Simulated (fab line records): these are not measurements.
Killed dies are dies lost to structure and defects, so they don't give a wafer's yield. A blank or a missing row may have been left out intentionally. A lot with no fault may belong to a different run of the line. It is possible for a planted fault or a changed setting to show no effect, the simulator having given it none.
fab line records + flow nandHarc
[record]
- lots = 11
- wafers = 33
- lastDay = 24
route steps=1159 shown P_ZERO_WELL@46 P_STI@87 P_GATE@146 END@1159
lots with no fault: from the same line, run without faults
startH: start of the lot's first displayed wafer, in hours after the record's first day + waitH: hours from the lot's prior step to this one + " as in the row above + L1.1+2: a single row standing in for several wafers + - either no value or no given start + * or withheld: withheld + < > ~ a bound
route shown NAME@n: a module of which the file shows steps, and the number in the route of the first + usual: average and standard deviation across the fault-free wafers + same: alike in all rows + chamber/n: place in a boat + sites: per-site readings + _std_site: how widely they spread, as a standard deviation + _edge_site: mean of outer sites minus mean of inner sites + radiusMm: how far each site lies from the wafer's centre + mask NAME#n: copy n + behind: the most recent tool/chamber to have shaped the wafer + hold: reason for holding the lot/hours on hold/outcome of the hold + device: transistor that didn't switch, given as n, p or np + end of line: the same wafers' tests at the end of the route + a step with no rows: only its recipe + killed: the dies lost at the first sort to structure and to defects; this is not the yield of the wafer + map: a wafer's dies, x killed, . not, _ none there
set.NAME: setting as actually run; set.NAME@STEP: the setting as run at that earlier step + model.NAME: the simulator's own value behind a step, which no gauge read
a sample of lots followed through the steps of the route, with each step as a table and each wafer as a row
services: when a tool's chamber went out of use (startH, in hours from the record's first day, below 0 if earlier), for how many hours, and the reason
[[steps]]
[step NHARC_P_ZERO_WELL_DESCUM_39]
[recipe]
- timeS = 3
- o2FlowSccm = 200
- arFlowSccm = 0
- biasPowerW = 0
- chemistry = O2
[usual]
- drypumpMotorCurrentA = 5.8/0.4
- oesProductAu = 0.999/0.0069
- rfVppV = 57.6/0.78
- showerheadPlenumPTorr = 1.87/0.039
- throttleValvePct = 11.311/0.0092
| lot.wafer | tool       | chamber | startH | waitH | drypumpMotorCurrentA | oesProductAu | rfHoursCounterH | rfVppV | showerheadPlenumPTorr | throttleValvePct |
|-----------|------------|---------|--------|-------|----------------------|--------------|-----------------|--------|-----------------------|------------------|
| L187.2    | rieDiel-07 | 1       | 16.69  | -     | 5.7                  | 1.006        | 9               | 59.1   | 1.91                  | 11.310           |
| L187.4    | "          | 3       | "      | "     | 6.7                  | 1.007        | 10              | 57.9   | 1.85                  | 11.315           |
| L187.6    | "          | 1       | "      | "     | 5.6                  | 0.999        | -               | 57.4   | 1.91                  | 11.303           |
| L188.3    | rieDiel-10 | 1       | 22.40  | -     | 5.5                  | 1.012        | 1               | 57.9   | 1.88                  | 11.315           |
| L188.1    | "          | 2       | "      | "     | 6.0                  | 1.020        | 0               | 57.8   | 1.88                  | 11.318           |
| L188.6    | "          | 2       | "      | "     | 6.0                  | 0.995        | -               | 57.6   | 1.88                  | 11.297           |
| L193.1    | rieDiel-10 | 1       | 52.68  | -     | 5.5                  | 1.007        | 2               | 57.2   | 1.88                  | 11.322           |
| L193.5    | "          | 3       | "      | "     | 6.1                  | 0.993        | -               | 57.6   | 1.80                  | 11.314           |
| L193.6    | "          | 0       | "      | "     | 5.4                  | 0.995        | -               | 55.2   | 1.85                  | 11.321           |
| L195.3    | rieDiel-10 | 0       | 64.42  | -     | 5.4                  | 1.004        | 3               | 58.4   | 1.85                  | 11.314           |
| L195.4    | "          | 2       | "      | "     | 6.0                  | 0.995        | 3               | 58.7   | 1.88                  | 11.305           |
| L195.6    | "          | 0       | "      | "     | 5.4                  | 0.994        | -               | 57.2   | 1.85                  | 11.305           |
| L196.2    | rieDiel-07 | 3       | 70.43  | -     | 6.7                  | 1.000        | 0               | 58.7   | 1.85                  | 11.300           |
| L196.3    | "          | 0       | "      | "     | 5.8                  | 1.011        | 0               | 56.9   | 1.86                  | 11.313           |
| L196.4    | "          | 0       | "      | "     | 5.8                  | 1.008        | -               | 56.4   | 1.86                  | 11.311           |
| L197.3    | rieDiel-07 | 1       | 76.28  | -     | 5.7                  | 1.007        | 0               | 57.7   | 1.91                  | 11.289           |
| L197.2    | "          | 2       | "      | "     | 5.2                  | 1.009        | 0               | 57.8   | 1.92                  | 11.307           |
| L197.4    | "          | 0       | "      | "     | 5.8                  | 1.009        | 0               | 57.7   | 1.86                  | 11.318           |
| L198.3    | rieDiel-10 | 3       | 82.46  | -     | 6.1                  | 1.003        | 5               | 56.3   | 1.80                  | 11.311           |
| L198.1    | "          | 0       | "      | "     | 5.4                  | 1.005        | 5               | 56.6   | 1.85                  | 11.309           |
| L198.5    | "          | 1       | "      | "     | 5.5                  | 1.014        | -               | 58.0   | 1.88                  | 11.319           |
| L203.1    | rieDiel-10 | 0       | 112.22 | -     | 5.4                  | 0.986        | 7               | 58.6   | 1.85                  | 11.314           |
| L203.2    | "          | 1       | "      | "     | 5.5                  | 0.995        | 5               | 56.9   | 1.88                  | 11.308           |
| L203.3    | "          | 2       | "      | "     | 6.0                  | 1.000        | 5               | 56.8   | 1.88                  | 11.301           |
| L205.2    | rieDiel-10 | 0       | 124.18 | -     | 5.4                  | 0.998        | 8               | 57.3   | 1.85                  | 11.315           |
| L205.1    | "          | 3       | "      | "     | 6.1                  | 0.991        | 7               | 56.9   | 1.80                  | 11.299           |
| L205.6    | "          | 0       | "      | "     | 5.4                  | 0.999        | -               | 57.0   | 1.85                  | 11.316           |
| L208.4    | rieDiel-10 | 1       | 142.22 | -     | 5.5                  | 0.999        | 7               | 58.9   | 1.88                  | 11.314           |
| L208.2    | "          | 2       | "      | "     | 6.0                  | 0.996        | 7               | 57.5   | 1.88                  | 11.305           |
| L208.3    | "          | 0       | "      | "     | 5.4                  | 1.001        | 8               | 58.1   | 1.85                  | 11.295           |
| L209.1    | rieDiel-07 | 0       | 148.81 | -     | 5.8                  | 1.002        | 7               | 57.9   | 1.86                  | 11.298           |
| L209.3    | "          | 2       | "      | "     | 5.2                  | 0.997        | 7               | 57.5   | 1.92                  | 11.301           |
| L209.4    | "          | 3       | "      | "     | 6.7                  | 0.998        | 7               | 57.5   | 1.85                  | 11.310           |
[step NHARC_P_STI_DESCUM_14]
[recipe]
- timeS = 3
- o2FlowSccm = 200
- arFlowSccm = 0
- biasPowerW = 0
- chemistry = O2
[usual]
- drypumpMotorCurrentA = 5.6/0.5
- oesProductAu = 1.001/0.0077
- rfVppV = 57.8/0.85
- showerheadPlenumPTorr = 1.94/0.052
- throttleValvePct = 11.311/0.0087
| lot.wafer | tool       | chamber | startH | waitH | drypumpMotorCurrentA | oesProductAu | rfHoursCounterH | rfVppV | showerheadPlenumPTorr | throttleValvePct |
|-----------|------------|---------|--------|-------|----------------------|--------------|-----------------|--------|-----------------------|------------------|
| L187.2    | rieDiel-03 | 2       | 33.57  | -     | 5.0                  | 1.007        | 9.5             | 57.6   | 1.93                  | 11.332           |
| L187.4    | "          | 1       | "      | "     | 5.9                  | 1.010        | -               | 56.6   | 1.89                  | 11.319           |
| L187.6    | "          | 2       | "      | "     | 5.0                  | 1.000        | -               | 56.0   | 1.93                  | 11.305           |
| L188.3    | rieDiel-01 | 1       | 45.06  | -     | 5.6                  | 1.003        | 1.9             | 58.5   | 1.97                  | 11.303           |
| L188.1    | "          | 3       | "      | "     | 6.1                  | 0.995        | 2.1             | 55.6   | 1.81                  | 11.323           |
| L188.6    | "          | 1       | "      | "     | 5.6                  | 1.007        | -               | 57.6   | 1.97                  | 11.324           |
| L193.1    | rieDiel-06 | 3       | 73.64  | -     | 5.9                  | 0.991        | 0               | 57.6   | 2.01                  | 11.291           |
| L193.6    | "          | 0       | "      | "     | 5.8                  | 0.996        | -               | 58.4   | 2.02                  | 11.305           |
| L193.5    | "          | 1       | "      | "     | 6.5                  | 0.998        | -               | 58.5   | 2.02                  | 11.320           |
| L195.3    | rieDiel-06 | 3       | 85.57  | -     | 5.8                  | 0.996        | 0.1             | 58.3   | 2.01                  | 11.306           |
| L195.4    | "          | 0       | "      | "     | 5.8                  | 0.992        | 0.2             | 58.0   | 2.02                  | 11.315           |
| L195.6    | "          | 2       | "      | "     | 6.1                  | 0.992        | -               | 58.2   | 1.94                  | 11.303           |
| L196.3    | rieDiel-03 | 0       | 89.30  | -     | 4.9                  | 1.002        | 2.9             | 57.6   | 1.95                  | 11.309           |
| L196.2    | "          | 1       | "      | "     | 5.9                  | 1.005        | 2.6             | 56.8   | 1.89                  | 11.302           |
| L196.4    | "          | 3       | "      | "     | 5.4                  | 1.011        | 2.9             | 58.5   | 1.93                  | 11.325           |
| L198.3    | rieDiel-01 | 1       | 100.92 | -     | 5.6                  | 1.006        | 3.2             | 57.3   | 1.97                  | 11.304           |
| L198.1    | "          | 2       | "      | "     | 5.9                  | 1.004        | 3.1             | 58.1   | 1.98                  | 11.301           |
| L198.5    | "          | 3       | "      | "     | 6.1                  | 0.993        | -               | 57.1   | 1.81                  | 11.324           |
| L197.3    | rieDiel-03 | 2       | 101.07 | -     | 5.0                  | 0.993        | 3.9             | 56.4   | 1.93                  | 11.306           |
| L197.4    | "          | 3       | "      | "     | 5.4                  | 1.007        | 3.8             | 58.6   | 1.93                  | 11.310           |
| L197.2    | "          | 1       | "      | "     | 5.9                  | 1.002        | 3.6             | 56.7   | 1.88                  | 11.306           |
| L203.2    | rieDiel-03 | 1       | 132.08 | -     | 5.9                  | 1.001        | 5.8             | 58.1   | 1.88                  | 11.311           |
| L203.3    | "          | 2       | "      | "     | 5.0                  | 1.000        | 5.9             | 56.5   | 1.93                  | 11.314           |
| L203.1    | "          | 3       | "      | "     | 5.5                  | 1.013        | 5.7             | 57.5   | 1.93                  | 11.318           |
| L205.2    | rieDiel-03 | 1       | 146.00 | -     | 5.9                  | 1.012        | 6.2             | 57.4   | 1.88                  | 11.300           |
| L205.1    | "          | 2       | "      | "     | 5.0                  | 1.015        | 6.2             | 57.7   | 1.93                  | 11.310           |
| L205.6    | "          | 2       | "      | "     | 5.0                  | 1.006        | -               | 58.4   | 1.93                  | 11.303           |
| L208.3    | rieDiel-03 | 1       | 162.77 | -     | 5.9                  | 1.016        | 7.5             | 57.5   | 1.88                  | 11.298           |
| L208.4    | "          | 2       | "      | "     | 5.0                  | 1.000        | 7.2             | 57.6   | 1.93                  | 11.310           |
| L208.2    | "          | 3       | "      | "     | 5.4                  | 1.013        | 7.4             | 57.9   | 1.93                  | 11.312           |
| L209.1    | rieDiel-06 | 2       | 169.17 | -     | 6.0                  | 0.999        | 3.6             | 57.3   | 1.93                  | 11.310           |
| L209.3    | "          | 3       | "      | "     | 5.8                  | 0.997        | 2.4             | 58.3   | 2.00                  | 11.302           |
| L209.4    | "          | 0       | "      | "     | 5.8                  | 0.993        | 3.2             | 58.4   | 2.02                  | 11.317           |
[step NHARC_P_GATE_HM_OPEN_105]
[recipe]
- targetDepthA = 3600
- o2FlowSccm = 400
- cosFlowSccm = 20
- arFlowSccm = 0
- rfW = 500
- biasW = 300
- chemistry = O2/COS
[usual]
- biasW = 300.0/0.84
- chamberPressureMTorr = 20.002/0.019
- drypumpMotorCurrentA = 5.6/0.5
- oesProductAu = 1.001/0.0078
- rfVppV = 468/3.2
- showerheadPlenumPTorr = 3.16/0.15
- throttleValvePct = 28.331/0.0093
| lot.wafer | tool       | chamber | startH | waitH | biasW | chamberPressureMTorr | drypumpMotorCurrentA | oesProductAu | rfHoursCounterH | rfVppV | showerheadPlenumPTorr | throttleValvePct |
|-----------|------------|---------|--------|-------|-------|----------------------|----------------------|--------------|-----------------|--------|-----------------------|------------------|
| L187.2    | rieDiel-11 | 2       | 84     | -     | 301.3 | 20.023               | 4.8                  | 0.998        | 26              | 472    | 3.30                  | 28.324           |
| L187.4    | "          | 0       | "      | "     | 300.2 | 19.986               | 5.1                  | 1.007        | 18              | 463    | 2.95                  | 28.325           |
| L187.6    | "          | 2       | "      | "     | 300.3 | 20.019               | 4.8                  | 1.004        | -               | 471    | 3.30                  | 28.338           |
| L188.3    | rieDiel-02 | 2       | 98     | -     | 299.9 | 19.990               | 5.5                  | 1.001        | 22              | 463    | 2.95                  | 28.307           |
| L188.1    | "          | 1       | "      | "     | 301.3 | 20.026               | 4.9                  | 1.005        | 21              | 470    | 3.20                  | 28.331           |
| L188.6    | "          | 3       | "      | "     | 300.7 | 20.029               | 5.8                  | 0.998        | -               | 471    | 3.27                  | 28.323           |
| L193.1    | rieDiel-12 | 0       | 129    | -     | 300.8 | 19.974               | 5.8                  | 0.999        | 32              | 468    | 3.14                  | 28.332           |
| L193.6    | "          | 2       | "      | "     | 299.5 | 20.042               | 5.7                  | 0.990        | -               | 467    | 3.15                  | 28.339           |
| L193.5    | "          | 3       | "      | "     | 301.4 | 19.996               | 5.9                  | 0.988        | -               | 470    | 3.27                  | 28.329           |
| L196.4    | rieDiel-11 | 3       | 140    | -     | -     | -                    | -                    | -            | -               | -      | -                     | -                |
| L196.3    | "          | 0       | "      | "     | -     | -                    | -                    | -            | -               | -      | -                     | -                |
| L196.2    | "          | 2       | "      | "     | -     | -                    | -                    | -            | -               | -      | -                     | -                |
| L195.4    | rieDiel-02 | 1       | 140    | -     | -     | -                    | -                    | -            | -               | -      | -                     | -                |
| L195.3    | "          | 3       | "      | "     | -     | -                    | -                    | -            | -               | -      | -                     | -                |
| L195.6    | "          | 1       | "      | "     | -     | -                    | -                    | -            | -               | -      | -                     | -                |
| L198.3    | rieDiel-12 | 3       | 157    | -     | -     | -                    | -                    | -            | -               | -      | -                     | -                |
| L198.1    | "          | 0       | "      | "     | -     | -                    | -                    | -            | -               | -      | -                     | -                |
| L198.5    | "          | 3       | "      | "     | -     | -                    | -                    | -            | -               | -      | -                     | -                |
| L197.4    | rieDiel-11 | 0       | 174    | -     | 301.3 | 19.993               | 5.1                  | 1.006        | 50              | 465    | 2.94                  | 28.314           |
| L197.3    | "          | 1       | "      | "     | 298.1 | 20.002               | 6.4                  | 1.007        | 54              | 465    | 2.99                  | 28.330           |
| L197.2    | "          | 2       | "      | "     | 301.3 | 20.008               | 4.8                  | 1.011        | 57              | 472    | 3.29                  | 28.343           |
| L203.2    | rieDiel-02 | 1       | 194    | -     | 299.6 | 20.004               | 5.0                  | 1.001        | 9               | 468    | 3.20                  | 28.320           |
| L203.1    | "          | 3       | "      | "     | 300.0 | 19.985               | 5.8                  | 0.986        | 9               | 469    | 3.27                  | 28.330           |
| L203.3    | "          | 0       | "      | "     | 298.9 | 19.995               | 6.3                  | 1.010        | 10              | 471    | 3.31                  | 28.335           |
| L205.2    | rieDiel-11 | 3       | 202    | -     | 300.3 | 19.967               | 5.9                  | 1.006        | 2               | 471    | 3.34                  | 28.341           |
| L205.1    | "          | 0       | "      | "     | 300.7 | 19.989               | 5.1                  | 0.994        | 2               | 463    | 2.93                  | 28.331           |
| L205.6    | "          | 2       | "      | "     | 300.6 | 20.000               | 4.8                  | 1.011        | -               | 470    | 3.29                  | 28.329           |
| L209.4    | rieDiel-02 | 3       | 218    | -     | 299.4 | 19.972               | 5.8                  | 1.001        | 15              | 471    | 3.26                  | 28.332           |
| L209.3    | "          | 0       | "      | "     | 299.2 | 20.033               | 6.3                  | 0.998        | 16              | 470    | 3.30                  | 28.345           |
| L209.1    | "          | 1       | "      | "     | 300.4 | 19.990               | 4.9                  | 1.003        | 15              | 468    | 3.19                  | 28.351           |
| L208.3    | rieDiel-12 | 2       | 218    | -     | 300.5 | 19.991               | 5.8                  | 0.992        | 2               | 468    | 3.13                  | 28.333           |
| L208.2    | "          | 0       | "      | "     | 299.6 | 20.006               | 5.8                  | 0.991        | 3               | 469    | 3.13                  | 28.351           |
| L208.4    | "          | 1       | "      | "     | 298.6 | 19.984               | 5.0                  | 0.969        | 2               | 465    | 2.98                  | 28.340           |
[step NHARC_P_GATE_STRIP_108]
[recipe]
- o2FlowSccm = 500
- arFlowSccm = 0
- biasW = 0
- chemistry = O2
[usual]
- drypumpMotorCurrentA = 5.6/0.52
- oesProductAu = 1.002/0.008
- rfVppV = 57.8/0.93
- showerheadPlenumPTorr = 3.55/0.16
- throttleValvePct = 17.037/0.0083
| lot.wafer | tool       | chamber | startH | waitH | drypumpMotorCurrentA | oesProductAu | rfHoursCounterH | rfVppV | showerheadPlenumPTorr | throttleValvePct |
|-----------|------------|---------|--------|-------|----------------------|--------------|-----------------|--------|-----------------------|------------------|
| L187.2    | rieDiel-11 | 1       | 84.81  | -     | 6.4                  | 1.011        | 26              | 57.5   | 3.40                  | 17.051           |
| L187.4    | "          | 3       | "      | "     | 6.0                  | 1.009        | 25              | 57.9   | 3.79                  | 17.046           |
| L187.6    | "          | 2       | "      | "     | 4.8                  | 1.003        | -               | 58.1   | 3.73                  | 17.035           |
| L188.3    | rieDiel-12 | 2       | 98.75  | -     | 5.8                  | 1.002        | 25              | 57.7   | 3.56                  | 17.049           |
| L188.1    | "          | 0       | "      | "     | 5.8                  | 0.996        | 23              | 57.8   | 3.55                  | 17.028           |
| L188.6    | "          | 2       | "      | "     | 5.8                  | 0.986        | -               | 55.7   | 3.56                  | 17.022           |
| L193.1    | rieDiel-02 | 2       | 129.91 | -     | 5.5                  | 1.009        | 28              | 56.3   | 3.33                  | 17.047           |
| L193.6    | "          | 2       | "      | "     | 5.5                  | 1.003        | -               | 55.5   | 3.33                  | 17.023           |
| L193.5    | "          | 3       | "      | "     | 5.8                  | 1.003        | -               | 58.7   | 3.69                  | 17.027           |
| L196.3    | rieDiel-11 | 2       | 140.57 | -     | 4.8                  | 1.005        | 43              | 57.2   | 3.72                  | 17.050           |
| L196.4    | "          | 0       | "      | "     | 5.1                  | 1.009        | 34              | 56.3   | 3.33                  | 17.041           |
| L196.2    | "          | 1       | "      | "     | 6.4                  | 1.012        | 41              | 57.9   | 3.39                  | 17.027           |
| L195.3    | rieDiel-11 | 0       | 140.74 | -     | 5.1                  | 1.008        | 34              | 57.5   | 3.33                  | 17.046           |
| L195.4    | "          | 2       | "      | "     | 4.8                  | 1.010        | 43              | 58.0   | 3.72                  | 17.022           |
| L195.6    | "          | 0       | "      | "     | 5.1                  | 1.017        | -               | 56.3   | 3.33                  | 17.048           |
| L198.3    | rieDiel-12 | 2       | 158.27 | -     | 5.8                  | 1.014        | 46              | 57.4   | 3.55                  | 17.039           |
| L198.1    | "          | 0       | "      | "     | 5.8                  | 0.987        | 43              | 58.2   | 3.54                  | 17.042           |
| L198.5    | "          | 3       | "      | "     | 6.0                  | 0.990        | -               | 57.3   | 3.68                  | 17.037           |
| L197.2    | rieDiel-11 | 1       | 174.72 | -     | 6.3                  | 1.013        | 54              | 58.4   | 3.38                  | 17.035           |
| L197.3    | "          | 3       | "      | "     | 6.0                  | 1.009        | 60              | 58.2   | 3.77                  | 17.053           |
| L197.4    | "          | 0       | "      | "     | 5.1                  | 0.999        | 50              | 58.2   | 3.32                  | 17.025           |
| L203.1    | rieDiel-02 | 3       | 194.80 | -     | 5.8                  | 1.006        | 9               | 58.6   | 3.69                  | 17.051           |
| L203.3    | "          | 0       | "      | "     | 6.3                  | 1.005        | 10              | 58.3   | 3.74                  | 17.039           |
| L203.2    | "          | 2       | "      | "     | 5.5                  | 1.004        | 8               | 56.7   | 3.32                  | 17.022           |
| L205.2    | rieDiel-02 | 1       | 203.32 | -     | 4.9                  | 1.000        | 10              | 58.7   | 3.61                  | 17.040           |
| L205.1    | "          | 3       | "      | "     | 5.8                  | 0.994        | 10              | 57.5   | 3.69                  | 17.034           |
| L205.6    | "          | 1       | "      | "     | 4.9                  | 1.000        | -               | 57.6   | 3.61                  | 17.044           |
| L209.3    | rieDiel-02 | 1       | 218.78 | -     | 4.9                  | 0.997        | 15              | 58.5   | 3.61                  | 17.050           |
| L209.4    | "          | 2       | "      | "     | 5.5                  | 1.003        | 14              | 57.8   | 3.32                  | 17.036           |
| L209.1    | "          | 3       | "      | "     | 5.8                  | 0.988        | 15              | 57.7   | 3.68                  | 17.033           |
| L208.4    | rieDiel-02 | 0       | 219.04 | -     | 6.3                  | 1.007        | 16              | 57.8   | 3.73                  | 17.036           |
| L208.2    | "          | 1       | "      | "     | 4.9                  | 1.003        | 15              | 56.9   | 3.61                  | 17.038           |
| L208.3    | "          | 2       | "      | "     | 5.5                  | 1.001        | 14              | 57.6   | 3.32                  | 17.039           |
[step NHARC_END_SORT_01]
[recipe]
- tempC = 25
[usual]
- killedAtArray = 29/11
- killedAtOther = 0.6/0.92
- killedAtPeriphery = 3.2/2
- killedDies = 33/11
- killedOpen = 3.2/2
- killedShort = 1.9/1.5
[same]
- grossDies = 677
| lot.wafer | tool      | chamber | startH | waitH | killedAtArray | killedAtOther | killedAtPeriphery | killedDies | killedOpen | killedShort |
|-----------|-----------|---------|--------|-------|---------------|---------------|-------------------|------------|------------|-------------|
| L196.2    | prober-02 | 0       | 493.71 | 2.8   | 17            | 0             | 660               | 677        | 2          | 4           |
| L196.3    | prober-02 | 0       | 494.51 | 3.1   | 21            | 1             | 655               | 677        | 4          | 3           |
| L196.4    | prober-02 | 0       | 495.32 | 3.4   | 9             | 0             | 668               | 677        | 0          | 3           |
| L195.3    | prober-01 | 0       | 494.48 | 3.1   | 46            | 1             | 630               | 677        | 4          | 4           |
| L195.4    | prober-01 | 0       | 495.29 | 3.4   | 58            | 2             | 617               | 677        | 10         | 3           |
| L195.6    | prober-01 | 0       | 496.91 | 4.1   | 43            | 0             | 634               | 677        | 5          | 1           |
| L198.1    | prober-01 | 0       | 500.70 | 2.5   | 28            | 2             | 647               | 677        | 3          | 0           |
| L198.3    | prober-01 | 0       | 502.30 | 3.1   | 27            | 0             | 650               | 677        | 5          | 3           |
| L198.5    | prober-01 | 0       | 503.89 | 3.7   | 36            | 0             | 641               | 677        | 5          | 1           |
// killed by level:class
L196.2 P_GATE:areaOpen=657 A_STAIRCASE:chamberFilmFlake=7 A_CHANNEL_FILL_D1:geometricParticle:short=2 P_BONDPAD:chamberFilmFlake=2 A_CONTACT:chamberFilmFlake=2 A_CHANNEL_HOLE_D1:chamberFilmFlake=2 P_ZERO_WELL:geometricParticle:short=1 A_STAIRCASE:geometricParticle:open=1
L195.3 P_GATE:areaOpen=625 A_CHANNEL_HOLE_D1:chamberFilmFlake=23 A_SLIT:chamberFilmFlake=11 A_CONTACT:chamberFilmFlake=3 A_CONTACT:geometricParticle:open=2 P_STI:chamberFilmFlake=2 A_ZERO_WELL:chamberFilmFlake=2 P_CONTACT:geometricParticle:short=1
L196.3 P_GATE:areaOpen=654 A_CHANNEL_HOLE_D1:chamberFilmFlake=7 A_STAIRCASE:chamberFilmFlake=4 A_CONTACT:geometricParticle:open=3 A_ZERO_WELL:chamberFilmFlake=3 A_CHANNEL_FILL_D1:geometricParticle:open=1 A_CHANNEL_FILL_D1:geometricParticle:short=1 A_SGD_CUT:geometricParticle:short=1
L195.4 P_GATE:areaOpen=613 A_CHANNEL_HOLE_D1:chamberFilmFlake=25 A_SLIT:chamberFilmFlake=15 A_CHANNEL_FILL_D1:chamberFilmFlake=4 A_CONTACT:geometricParticle:open=3 A_BLC:geometricParticle:open=2 A_STAIRCASE:chamberFilmFlake=2 A_CONTACT:chamberFilmFlake=2
L196.4 P_GATE:areaOpen=664 A_CHANNEL_HOLE_D1:chamberFilmFlake=2 A_STAIRCASE:chamberFilmFlake=2 A_CONTACT:chamberFilmFlake=2 P_STI:geometricParticle:short=1 P_CONTACT:geometricParticle:short=1 A_WL_FILL:geometricParticle:short=1 P_ZERO_WELL:chamberFilmFlake=1
L195.6 P_GATE:areaOpen=631 A_CHANNEL_HOLE_D1:chamberFilmFlake=20 A_SLIT:chamberFilmFlake=13 A_CONTACT:chamberFilmFlake=3 P_CONTACT:geometricParticle:open=1 A_ONON_D1:geometricParticle:open=1 A_SGD_CUT:geometricParticle:open=1 A_WL_FILL:geometricParticle:short=1
L198.1 P_GATE:areaOpen=644 A_SLIT:chamberFilmFlake=11 A_STAIRCASE:chamberFilmFlake=7 A_CHANNEL_HOLE_D1:chamberFilmFlake=5 A_CONTACT:chamberFilmFlake=2 THIN_TSV:chamberFilmFlake=2 P_M0:geometricParticle:open=1 A_ONON_D1:geometricParticle:open=1
L198.3 P_GATE:areaOpen=644 A_SLIT:chamberFilmFlake=11 A_CHANNEL_HOLE_D1:chamberFilmFlake=3 A_WL_FILL:chamberFilmFlake=3 P_M0:geometricParticle:open=2 P_M0:chamberFilmFlake=2 A_STAIRCASE:chamberFilmFlake=2 A_CONTACT:chamberFilmFlake=2
L198.5 P_GATE:areaOpen=636 A_SLIT:chamberFilmFlake=18 A_CHANNEL_HOLE_D1:chamberFilmFlake=5 A_STAIRCASE:chamberFilmFlake=4 A_CONTACT:chamberFilmFlake=4 P_M0:chamberFilmFlake=2 P_STI:geometricParticle:open=1 P_M0:geometricParticle:open=1
[[services]]
| tool       | chamber | startH | hours | kind   |
|------------|---------|--------|-------|--------|
| rieDiel-03 | 2       | -3.91  | 8.3   | repair |
| rieDiel-10 | -       | -0.50  | 9.0   | pm     |
| rieDiel-11 | -       | 12.52  | 9.0   | pm     |
| rieDiel-12 | -       | 25.46  | 9.0   | pm     |
| rieDiel-10 | 2       | 30.06  | 2.9   | repair |
| rieDiel-03 | 3       | 30.13  | 14.2  | repair |
| rieDiel-03 | -       | 38.30  | 9.0   | pm     |
| rieDiel-07 | -       | 51.20  | 9.0   | pm     |
| rieDiel-07 | 2       | 61.90  | 10.6  | repair |
| rieDiel-03 | 1       | 62.83  | 13.5  | repair |
| rieDiel-11 | -       | 85.68  | 0.4   | repair |
| rieDiel-10 | 1       | 104.25 | 3.8   | repair |
| rieDiel-07 | 0       | 105.43 | 8.5   | repair |
| rieDiel-10 | -       | 148.39 | 0.6   | repair |
| rieDiel-07 | 3       | 149.70 | 3.9   | repair |
| rieDiel-02 | -       | 150.70 | 9.0   | pm     |
| rieDiel-03 | 2       | 159.46 | 1.2   | repair |
| rieDiel-07 | 1       | 170.41 | 8.4   | repair |
| rieDiel-10 | -       | 176.67 | 9.0   | pm     |
| rieDiel-11 | -       | 189.82 | 9.0   | pm     |
| rieDiel-07 | -       | 200.32 | 0.7   | repair |
| rieDiel-12 | -       | 202.53 | 9.0   | pm     |
| rieDiel-03 | -       | 215.30 | 9.0   | pm     |
| rieDiel-11 | 2       | 216.06 | 3.2   | repair |
[[key]]
[firstSign]
- step = NHARC_P_GATE_HM_OPEN_105
- reading = toolRecord
- direction = missing
[effect]
- step = NHARC_END_SORT_01
- reading = killedAtPeriphery
- direction = up
- sigmas = 99+
- usual = 3.2
- struck = 644.7
[moreKillsBornAt]
- NHARC_P_GATE_HM_OPEN_105@rieDiel-11 = 1975
- NHARC_P_GATE_HM_OPEN_105@rieDiel-12 = 1923
- NHARC_P_GATE_HM_OPEN_105@rieDiel-02 = 1869
metAt NHARC_P_GATE_HM_OPEN_105
struckLots L195,L196,L198
laterRowsLeftOut L195.3,L195.4,L195.6,L196.2,L196.3,L196.4,L198.1,L198.3,L198.5
testerLeftOut L195,L196,L198
notActingAt NHARC_P_ZERO_WELL_DESCUM_39,NHARC_P_STI_DESCUM_14,NHARC_P_GATE_STRIP_108
onsetBetween 129 140
[fault]
- kind = skippedStepWhole
- tool = rieDiel-02,rieDiel-11,rieDiel-12
- chamber = -
- onsetH = 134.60
- steps = NHARC_P_GATE_HM_OPEN_105
- scope = struckLotsOnly
// testerLeftOut: of these lots the tester's yield and bins aren't shown, on N5 and GAA mostly nor the transistor test; their killed dies are dies lost to structure and defects alone, not to doping, threshold or leakage, so they don't give the yield
// laterRowsLeftOut: the simulator's readings of these wafers behind a module that went badly wrong aren't trusted and aren't shown, but for the sort
